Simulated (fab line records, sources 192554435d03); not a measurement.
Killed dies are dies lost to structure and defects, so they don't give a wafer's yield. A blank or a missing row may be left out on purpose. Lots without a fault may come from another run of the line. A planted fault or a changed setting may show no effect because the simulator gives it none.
Split-lot experiment | flow n5_finfet | 7 lots, 21 wafers read, on a route of 1938 steps

THE SPLIT
At N5_BEOL_M4_DESCUM_33 (chemistry O2, time 7 s), the setting time_s was moved away from the recipe's 7 s on 11 of the 21 wafers read, by -19.3% to +22.0%. The other wafers ran this setting at the recipe's value.

FROM THE SPLIT TO THE READING: what the file shows between them, 1 step
- N5_BEOL_M4_ETCH_77: etches underlayer in N2/H2, target depth 6.5 nm, time 5.2 s

THE READING
CAR-EUV_of_BEOL_M4_COAT_22.thk_nm (the simulator's own value, which no gauge read), in nm, at N5_BEOL_M4_ETCH_69 (etches SiARC in CF4, target depth 15.6 nm, time 26 s). The file gives no usual value for it. The 10 wafers here that ran the recipe average 11.2 nm, standard deviation 0.14 nm.

wafer  | tool, chamber at the split | time_s as run, s | against the recipe | CAR-EUV_of_BEOL_M4_COAT_22.thk_nm, nm | against lot-mates on the recipe
L077.1 | rie_diel-02, 1             | 7                | recipe             | 11.4                                  | -
L077.2 | rie_diel-02, 2             | 7.786            | +11.2%             | 11                                    | -0.3
L077.6 | rie_diel-02, 2             | 7                | recipe             | 11.2                                  | -
L081.2 | rie_diel-06, 3             | 7                | recipe             | 11.2                                  | -
L081.4 | rie_diel-06, 2             | 6.028            | -13.9%             | 11.8                                  | +0.6
L081.5 | rie_diel-06, 0             | 6.028            | -13.9%             | 12                                    | +0.8
L083.4 | rie_diel-03, 3             | 7                | recipe             | 11.2                                  | -
L083.5 | rie_diel-03, 1,0           | 7                | recipe             | 11.2                                  | -
L083.6 | rie_diel-03, 1,0           | 7                | recipe             | 11                                    | -
L084.1 | rie_diel-03, 2,0           | 7                | recipe             | 11                                    | -
L084.4 | rie_diel-03, 1             | 8.091            | +15.6%             | 10.8                                  | -0.4
L084.6 | rie_diel-03, 2,0           | 7                | recipe             | 11.4                                  | -
L088.1 | rie_diel-03, 1             | 8.538            | +22.0%             | 10.2                                  | no lot-mate on the recipe
L088.2 | rie_diel-03, 0,2           | 8.538            | +22.0%             | 10.4                                  | no lot-mate on the recipe
L088.5 | rie_diel-03, 0,2           | 8.538            | +22.0%             | 10.4                                  | no lot-mate on the recipe
L090.2 | rie_diel-02, 2,0           | 6.311            | -9.8%              | 11.6                                  | +0.4
L090.3 | rie_diel-02, 2,0           | 6.311            | -9.8%              | 11.4                                  | +0.2
L090.6 | rie_diel-02, 3             | 7                | recipe             | 11.2                                  | -
L092.1 | rie_diel-02, 1,2           | 5.649            | -19.3%             | 11.6                                  | +0.6
L092.4 | rie_diel-02, 1,2           | 5.649            | -19.3%             | 11.6                                  | +0.6
L092.5 | rie_diel-02, 1             | 7                | recipe             | 11                                    | -
Where a row lists several chambers, the file gives one row for several wafers and doesn't say which wafer went through which chamber.

THE FIT
A straight line over all 21 wafers: CAR-EUV_of_BEOL_M4_COAT_22.thk_nm changes by -0.0338 nm for each +1% of time_s; r = -0.93; the points scatter about the line by 0.18 nm.
The same after taking each lot's own level away (the mean of its wafers on the recipe; 18 wafers): -0.0333 nm for each +1%; r = -0.92; scatter 0.13 nm.
On that fit, the largest move of time_s shifts the reading by 0.73 nm.
The lots' own levels span 11.00 to 11.30 nm, that is 2.1 times the standard deviation above.
So the lot-to-lot level changes the slope little: the two slopes agree.
Check: with one of the wafers moved furthest among these (-19.3%) left out of the fit, the line predicts +0.693 nm for it against its lot-mates. It came out at +0.6 nm against them.

OTHER SPLITS ON THESE WAFERS
These wafers also went through other splits before the reading. Each is held against what the fit with the lots' levels taken away leaves over:
other split on the same wafers   | wafers away from the commonest value | r with CAR-EUV_of_BEOL_M4_COAT_22.thk_nm (lot level and that fit taken away)
N5_BEOL_M1_TRENCH_ETCH_37 time_s | 10                                   | +0.18
N5_BEOL_M2_ETCH_64 time_s        | 9                                    | +0.00
N5_BEOL_M2_COAT_76 spin_rpm      | 5                                    | -0.12
N5_BEOL_M3_ETCH_70 bias_w        | 4                                    | -0.08
N5_BEOL_M3_TRENCH_ETCH_37 time_s | 5                                    | -0.02

THE WHOLE CHAIN: every reading that the file lists as answering this split, in the file's order
step                 | what it does                                                | reading                                                                            | change (the file's fit)                | r (the file's)
N5_BEOL_M4_DESCUM_33 | chemistry O2, time 7 s                                      | CAR-EUV_of_BEOL_M4_COAT_22.thk_nm (the simulator's own value, which no gauge read) | -0.0314 nm for each +1% of the setting | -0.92
N5_BEOL_M4_ETCH_77   | etches underlayer in N2/H2, target depth 6.5 nm, time 5.2 s | CAR-EUV_of_BEOL_M4_COAT_22.thk_nm (the simulator's own value, which no gauge read) | -0.0343 nm for each +1% of the setting | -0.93
N5_BEOL_M4_ETCH_69   | etches SiARC in CF4, target depth 15.6 nm, time 26 s        | CAR-EUV_of_BEOL_M4_COAT_22.thk_nm (the simulator's own value, which no gauge read) | -0.0328 nm for each +1% of the setting | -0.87

THE FILE'S OWN FIT
CAR-EUV_of_BEOL_M4_COAT_22.thk_nm changes by -0.0328 nm for each +1% of time_s, r = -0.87.
